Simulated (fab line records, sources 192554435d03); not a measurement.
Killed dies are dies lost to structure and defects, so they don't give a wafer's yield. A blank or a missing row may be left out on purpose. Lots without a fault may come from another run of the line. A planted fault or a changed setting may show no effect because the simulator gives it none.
Which tool did it? | flow n5_finfet | 10 lots, 30 wafers sampled, at 5 steps of a route of 1938

WHAT THE GAUGES READ, wafer by wafer
N5_PMOS_HMC_CHANNEL_EPI_THK_MEAS_22. Usual: HMC_CMP_THK 53.6 nm, standard deviation 0.69.
lot  | measured    | on            | HMC_CMP_THK (nm) | flag
L138 | day 1 19:27 | film_metro-01 | 52.5 53.7 52.7   |
L140 | day 2 07:34 | film_metro-02 | 53.1 53.4 53.2   |
L143 | day 3 03:34 | film_metro-01 | 54.3 53.5 53.1   |
L146 | day 3 19:56 | film_metro-01 | 53.3 53.8 53.9   |
L148 | day 4 07:37 | film_metro-01 | 51.9 53.7 53.7   |
L149 | day 4 13:50 | film_metro-02 | 53.3 53.7 54.4   |
L150 | day 4 19:35 | film_metro-02 | 53.4 53.3 53.9   |
L155 | day 6 01:36 | film_metro-01 | 54.6 53.8 53.5   |
L156 | day 6 08:04 | film_metro-01 | 52.8 54.2 52.7   |
L161 | day 7 13:55 | film_metro-01 | 54.0 53.0 53.7   |

N5_PMOS_HMC_CHANNEL_EPI_INSPECT_30: inspects for defects (darkfield). Usual: raw_defect_count 18, standard deviation 6.1.
lot  | measured    | on                | raw_defect_count | flag
L138 | day 1 19:56 | defect_inspect-01 | 21 16 9          |
L140 | day 2 08:02 | defect_inspect-01 | 11 13 11         |
L143 | day 3 04:03 | defect_inspect-02 | 14 22 23         |
L146 | day 3 20:25 | defect_inspect-02 | 17 12 18         |
L148 | day 4 08:05 | defect_inspect-02 | 11 18 24         |
L149 | day 4 14:28 | defect_inspect-01 | 25 10 21         |
L150 | day 4 20:04 | defect_inspect-02 | 12 22 13         |
L155 | day 6 02:05 | defect_inspect-01 | 19 26 18         |
L156 | day 6 08:32 | defect_inspect-01 | 15 19 18         |
L161 | day 7 14:23 | defect_inspect-01 | 12 13 22         |

N5_BEOL_M4_RC_MEAS_101. Usual: DIBL_N 36.4 mV/V, standard deviation 1.4; DIBL_P 36.4 mV/V, standard deviation 1.5; IOFF_N 0.156 nA/um, standard deviation 0.022; IOFF_P 0.210 nA/um, standard deviation 0.023; ION_N 675 uA/um, standard deviation 9.1; ION_P 463 uA/um, standard deviation 5.7; SS_N 71.6 mV/dec, standard deviation 0.45; SS_P 73.3 mV/dec, standard deviation 0.56; VT_N 250 mV, standard deviation 3.1; VT_P -250.3 mV, standard deviation 2.3.
lot  | measured     | on        | DIBL_N (mV/V)  | DIBL_P (mV/V)  | IOFF_N (nA/um)    | IOFF_P (nA/um)    | ION_N (uA/um) | ION_P (uA/um) | SS_N (mV/dec)  | SS_P (mV/dec)  | VT_N (mV)   | VT_P (mV)            | flag
L138 | day 9 06:28  | prober-01 | 35.5 38.7 37.8 | 32.1 36.9 35.6 | 0.117 0.175 0.158 | 0.181 0.263 0.238 | 667 674 680   | 459 463 465   | 71.3 72.3 72.1 | 73.0 73.6 74.2 | 259 249 251 | -252.0 -247.5 -249.4 |
L140 | day 10 06:00 | prober-02 | 34.5 35.7 35.5 | 34.8 36.9 37.1 | 0.139 0.163 0.166 | 0.180 0.217 0.213 | 663 672 678   | 453 459 462   | 71.0 71.0 71.6 | 72.3 73.5 73.3 | 252 248 248 | -248.9 -248.0 -248.4 |
L143 | day 10 07:53 | prober-01 | 33.9 35.9 34.0 | 35.1 38.1 34.8 | 0.142 0.189 0.141 | 0.200 0.241 0.192 | 676 688 663   | 467 465 462   | 71.2 72.3 70.7 | 72.2 73.4 72.0 | 248 245 251 | -251.3 -246.9 -251.6 |
L146 | day 11 01:58 | prober-01 | 36.7 38.2 35.7 | 39.1 40.0 37.9 | 0.176 0.215 0.169 | 0.239 0.259 0.216 | 683 691 676   | 470 466 460   | 72.3 71.8 71.2 | 74.5 73.4 73.3 | 245 243 245 | -248.6 -246.6 -248.6 |
L148 | day 11 17:06 | prober-02 | 37.6 38.0 37.2 | 37.8 38.8 37.7 | 0.163 0.179 0.159 | 0.190 0.210 0.185 | 677 678 670   | 453 461 452   | 72.0 72.1 71.9 | 73.5 73.9 73.5 | 249 250 249 | -252.8 -250.8 -255.0 |
L149 | day 12 00:41 | prober-02 | 34.5 36.2 36.8 | 34.7 36.8 37.5 | 0.114 0.140 0.153 | 0.184 0.209 0.223 | 654 658 669   | 456 456 466   | 71.6 72.5 72.0 | 72.0 73.3 72.7 | 259 254 254 | -250.2 -248.9 -249.1 |
L150 | day 11 17:19 | prober-01 | 35.0 36.0 35.3 | 35.1 36.3 35.5 | 0.130 0.140 0.128 | 0.182 0.199 0.185 | 666 671 659   | 459 462 457   | 71.2 71.7 71.4 | 72.8 74.3 74.0 | 252 253 255 | -256.3 -251.6 -253.3 |
L155 | day 13 13:28 | prober-01 | 37.7 36.4 38.5 | 37.1 35.4 38.0 | 0.167 0.154 0.188 | 0.210 0.189 0.223 | 682 687 690   | 461 463 471   | 71.6 71.4 71.9 | 74.3 73.1 73.9 | 249 249 245 | -251.9 -252.3 -251.3 |
L156 | day 13 18:05 | prober-02 | 39.0 37.2 37.0 | 37.6 35.8 35.3 | 0.191 0.156 0.150 | 0.251 0.227 0.210 | 683 678 674   | 470 469 462   | 72.0 71.0 71.3 | 73.5 73.2 73.4 | 250 251 253 | -247.7 -247.3 -249.9 |
L161 | day 15 06:20 | prober-02 | 37.0 35.1 36.8 | 38.0 36.5 38.2 | 0.164 0.139 0.174 | 0.233 0.205 0.235 | 669 669 676   | 468 465 467   | 71.6 71.4 71.8 | 73.6 72.4 72.8 | 250 252 249 | -249.7 -248.6 -249.1 |

WHICH TOOL RAN EACH LOT (tool, then ch and the chambers of the sampled wafers, then the start)
lot  | N5_PMOS_HMC_CHANNEL_EPI_ETCH_38 | N5_FIN_SAQP_DENSIFY_62
L138 | rie_si-02 ch 0,1,3, day 1 17:38 | rtp_anneal-02 ch 0, day 1 20:37
L140 | rie_si-01 ch 0,3, day 2 05:44   | rtp_anneal-01 ch 0, day 2 08:46
L143 | rie_si-01 ch 0,1,3, day 3 01:20 | rtp_anneal-02 ch 0, day 3 04:27
L146 | rie_si-03 ch 0,1,3, day 3 18:04 | rtp_anneal-01 ch 0, day 3 20:44
L148 | rie_si-02 ch 0,2, day 4 05:47   | rtp_anneal-01 ch 0, day 4 08:27
L149 | rie_si-01 ch 0,1,2, day 4 11:58 | rtp_anneal-01 ch 0, day 4 15:00
L150 | rie_si-02 ch 0,2,3, day 4 17:46 | rtp_anneal-01 ch 0, day 4 20:28
L155 | rie_si-01 ch 1,2,3, day 5 23:47 | rtp_anneal-02 ch 0, day 6 03:10
L156 | rie_si-02 ch 0,1, day 6 06:14   | rtp_anneal-02 ch 0, day 6 08:52
L161 | rie_si-02 ch 0,3, day 7 12:05   | rtp_anneal-01 ch 0, day 7 14:45
- N5_PMOS_HMC_CHANNEL_EPI_ETCH_38: etches SiO2 in CF4, target depth 1.5 nm.
- N5_FIN_SAQP_DENSIFY_62: time 60 s.

WHAT THE TOOLS THEMSELVES READ (means of the sampled wafers that have a number; where no wafer has one, the mark that the record gives instead)
N5_PMOS_HMC_CHANNEL_EPI_ETCH_38. Usual: bias_w 400.1 W, standard deviation 1.2; drypump_motor_current_A 6.1 A, standard deviation 0.38; oes_product_au 0.992 a.u., standard deviation 0.0085; throttle_valve_pct 21.74 %, standard deviation 0.19.
lot  | tool      | bias_w (W) | drypump_motor_current_A (A) | oes_product_au (a.u.) | throttle_valve_pct (%) | flag
L138 | rie_si-02 | 399.5      | 6.0                         | 0.995                 | 21.80                  |
L140 | rie_si-01 | 401.6      | 6.1                         | 0.985                 | 21.93                  |
L143 | rie_si-01 | 400.2      | 6.0                         | 0.989                 | 21.78                  |
L146 | rie_si-03 | 401.0      | 5.9                         | 0.988                 | 21.50                  |
L148 | rie_si-02 | 400.0      | 6.5                         | 1.001                 | 21.71                  |
L149 | rie_si-01 | 398.9      | 6.0                         | 0.990                 | 21.71                  |
L150 | rie_si-02 | 400.4      | 6.4                         | 0.998                 | 21.85                  |
L155 | rie_si-01 | 407.2      | 6.1                         | 1.000                 | 21.68                  | OFF
L156 | rie_si-02 | 400.3      | 5.8                         | 0.997                 | 21.69                  |
L161 | rie_si-02 | 400.2      | 6.2                         | 0.998                 | 21.86                  |

N5_FIN_SAQP_DENSIFY_62. Usual: lamp_power_pct 9.85 %, standard deviation 0.054; wafer_temp_C_max 703.4, standard deviation 0.61.
lot  | tool          | lamp_power_pct (%) | wafer_temp_C_max | flag
L138 | rtp_anneal-02 | 9.90               | 703.3            |
L140 | rtp_anneal-01 | 9.85               | 703.0            |
L143 | rtp_anneal-02 | 9.83               | 704.4            |
L146 | rtp_anneal-01 | 9.85               | 703.3            |
L148 | rtp_anneal-01 | 9.89               | 703.5            |
L149 | rtp_anneal-01 | 9.93               | 703.7            |
L150 | rtp_anneal-01 | 9.85               | 703.1            |
L155 | rtp_anneal-02 | 9.87               | 703.6            |
L156 | rtp_anneal-02 | 9.87               | 704.2            |
L161 | rtp_anneal-01 | 9.81               | 703.2            |

THE ANSWER, worked out from the rows above alone
Rule: a lot is off if the mean of its wafers that have a number lies more than 3 standard deviations from the usual mean. A lot without any number at a reading at which 4 lots or more have one is off too. The other lots that the step has rows for count as sound. The gauges are gone through in route order, then the tools' own readings, and for those a lot's mean is taken as printed above. The first step at which some lot is off is used, and at that step the reading that is off furthest; a lot without a number counts as furthest.
Off: L155, at N5_PMOS_HMC_CHANNEL_EPI_ETCH_38 (bias_w).
A tool fits if, at that step or a process step before it, it ran every lot that is off, and no sound lot after the first of them. One fits: rie_si-01 at N5_PMOS_HMC_CHANNEL_EPI_ETCH_38. Its last sound lot is L149 (day 4 11:58), its first lot that is off L155 (day 5 23:47): a fault that began between those two fits.
The tool's own readings at N5_PMOS_HMC_CHANNEL_EPI_ETCH_38 bear it out: on the lots that are off they differ by more than 5 times the standard deviation of the sound lots' means. bias_w reads 407.2 W there against 400.2 W on the sound lots.

WHAT THE SIMULATOR HAD PUT IN
Process parameter drift: rie_si-01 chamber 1, from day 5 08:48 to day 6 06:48, at N5_PMOS_HMC_CHANNEL_EPI_ETCH_38. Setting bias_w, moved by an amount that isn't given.
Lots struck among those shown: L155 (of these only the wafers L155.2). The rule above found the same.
